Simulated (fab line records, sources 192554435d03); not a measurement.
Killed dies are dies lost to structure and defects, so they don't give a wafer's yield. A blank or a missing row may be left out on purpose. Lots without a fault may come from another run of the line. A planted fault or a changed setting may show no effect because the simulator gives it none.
Split-lot experiment | flow n5_finfet | 7 lots, 21 wafers read, on a route of 1938 steps

THE SPLIT
At N5_BEOL_M11_DEP_56 (deposits SiCN from 3MS/NH3, target thk 30 nm, time 10.5 s), the setting time_s was moved away from the recipe's 10.5 s on 7 of the 21 wafers read, by -9.8% to +8.5%. The other wafers ran this setting at the recipe's value.

The reading is taken at the split's own step.

THE READING
SiCN_of_BEOL_M11_DEP_56.thk_nm (the simulator's own value, which no gauge read), in nm, at N5_BEOL_M11_DEP_56 (deposits SiCN from 3MS/NH3, target thk 30 nm, time 10.5 s). The file gives no usual value for it. The 14 wafers here that ran the recipe average 30.0 nm, standard deviation 0.22 nm.

wafer  | tool, chamber at the split | time_s as run, s | against the recipe | SiCN_of_BEOL_M11_DEP_56.thk_nm, nm | against lot-mates on the recipe
L074.1 | pecvd-04, 1,0              | 10.5             | recipe             | 30                                 | -
L074.3 | pecvd-04, 1,0              | 10.5             | recipe             | 30                                 | -
L074.2 | pecvd-04, 2                | 11.39            | +8.5%              | 32.8                               | +2.8
L079.3 | pecvd-04, 2                | 10.5             | recipe             | 29.8                               | -
L079.5 | pecvd-04, 1                | 9.824            | -6.4%              | 28.2                               | -1.6
L079.6 | pecvd-04, 0                | 9.824            | -6.4%              | 28.4                               | -1.4
L084.1 | pecvd-04, 1                | 10.5             | recipe             | 30                                 | -
L084.2 | pecvd-04, 2                | 9.654            | -8.1%              | 27.8                               | -2.2
L084.5 | pecvd-04, 0                | 9.654            | -8.1%              | 28.4                               | -1.6
L087.3 | pecvd-03, 0                | 9.466            | -9.8%              | 27                                 | -3.2
L087.5 | pecvd-03, 1                | 9.466            | -9.8%              | 27.8                               | -2.4
L087.6 | pecvd-03, 2                | 10.5             | recipe             | 30.2                               | -
L088.1 | pecvd-02, 0                | 10.5             | recipe             | 30.2                               | -
L088.2 | pecvd-02, 2                | 10.5             | recipe             | 30                                 | -
L088.3 | pecvd-02, 1                | 10.5             | recipe             | 29.6                               | -
L092.4 | pecvd-02, 0                | 10.5             | recipe             | 30.4                               | -
L092.5 | pecvd-02, 1                | 10.5             | recipe             | 29.8                               | -
L092.6 | pecvd-02, 2                | 10.5             | recipe             | 30.2                               | -
L095.2 | pecvd-02, 2                | 10.5             | recipe             | 29.8                               | -
L095.3 | pecvd-02, 1                | 10.5             | recipe             | 29.6                               | -
L095.6 | pecvd-02, 1                | 10.5             | recipe             | 30                                 | -
Where a row lists several chambers, the file gives one row for several wafers and doesn't say which wafer went through which chamber.

THE FIT
A straight line over all 21 wafers: SiCN_of_BEOL_M11_DEP_56.thk_nm changes by +0.27 nm for each +1% of time_s; r = +0.97; the points scatter about the line by 0.29 nm.
The same after taking each lot's own level away (the mean of its wafers on the recipe; 21 wafers): +0.275 nm for each +1%; r = +0.98; scatter 0.28 nm.
On that fit, the largest move of time_s shifts the reading by 2.7 nm.
The lots' own levels span 29.80 to 30.20 nm, that is 1.8 times the standard deviation above.
So the lot-to-lot level changes the slope little: the two slopes agree.
Check: with one of the wafers moved furthest among these (-9.8%) left out of the fit, the line predicts -2.49 nm for it against its lot-mates. It came out at -3.2 nm against them.

OTHER SPLITS ON THESE WAFERS
These wafers also went through other splits before the reading. Each is held against what the fit with the lots' levels taken away leaves over:
other split on the same wafers | wafers away from the commonest value | r with SiCN_of_BEOL_M11_DEP_56.thk_nm (lot level and that fit taken away)
N5_BEOL_M8_COAT_64 spin_rpm    | 9                                    | +0.06
N5_BEOL_M9_ILD_DEP_00 time_s   | 7                                    | +0.11
N5_BEOL_M9_COAT_60 spin_rpm    | 9                                    | +0.61
N5_BEOL_M11_COAT_22 spin_rpm   | 3                                    | -0.21

THE FILE'S OWN FIT
SiCN_of_BEOL_M11_DEP_56.thk_nm changes by +0.277 nm for each +1% of time_s, r = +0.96.
